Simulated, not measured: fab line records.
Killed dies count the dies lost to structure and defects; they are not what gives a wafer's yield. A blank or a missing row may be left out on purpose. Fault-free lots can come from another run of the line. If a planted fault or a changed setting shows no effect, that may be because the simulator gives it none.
Chamber matching	flow n5_finfet	N5_FIN_SAQP_DESCUM_21 on rie_diel-02: 4 sister chambers
The step chemistry O2, time 7.9 s. 14 wafers are shown with their chamber, then 7 later ones without.

WAFERS, EACH WITH ITS CHAMBER
wafer	chamber	showerhead_plenum_p_Torr (Torr)	throttle_valve_pct (%)	o2_flow_sccm (sccm)
L074.2	3	2.18	20.85	225.7
L074.3	1	2.11	20.24	224.5
L074.5	1	2.11	20.23	225.4
L075.3	0	2.01	20.20	224.3
L075.4	2	2.19	20.06	225.4
L075.6	1	2.11	20.24	224.1
L079.1	2	2.18	20.08	224.7
L079.3	1	2.11	20.25	225.0
L079.6	2	2.18	20.06	224.4
L085.3	1	2.10	20.28	225.0
L085.4	3	2.17	20.63	225.6
L085.5	1	2.10	20.28	224.6
L091.4	0	2.00	20.26	225.0
L091.5	2	2.17	20.13	225.5

SIGNATURES, as means of the wafers listed above
reading	chamber 0	chamber 1	chamber 2	chamber 3	scatter within a chamber
showerhead_plenum_p_Torr	2.0050	2.1067	2.1800	2.1750	0.00658
throttle_valve_pct	20.2300	20.2533	20.0825	20.7400	0.0562
o2_flow_sccm	224.650	224.767	225.000	225.650	0.465
Rule: a wafer lies at a distance from a chamber equal to the root of the sum of squares, over the readings, of (its reading less the chamber's mean, divided by the reading's scatter). The wafer belongs to the nearest chamber; if the next one is less than 2 further off, it can't be placed. The scatter: the root of (the sum of the squares of (reading less its chamber's mean) over the shown wafers, divided by (wafers less chambers)).

WAFERS MISSING THEIR CHAMBER
wafer	showerhead_plenum_p_Torr (Torr)	throttle_valve_pct (%)	o2_flow_sccm (sccm)
L091.6	2.10	20.29	226.1
L093.1	2.00	20.27	225.9
L093.2	2.09	20.30	225.5
L093.5	2.17	20.11	225.1
L096.3	2.17	20.13	224.9
L096.5	2.17	20.12	224.5
L096.6	2.09	20.31	224.7

THE CHAMBER EACH PASSED THROUGH
wafer	from the rows above	in truth
L091.6	1	1
L093.1	0	0
L093.2	1	1
L093.5	2	2
L096.3	2	2
L096.5	2	2
L096.6	1	1
Placed correctly: 7 of 7. From these rows, 0 cannot be placed. 0 placed wrongly.
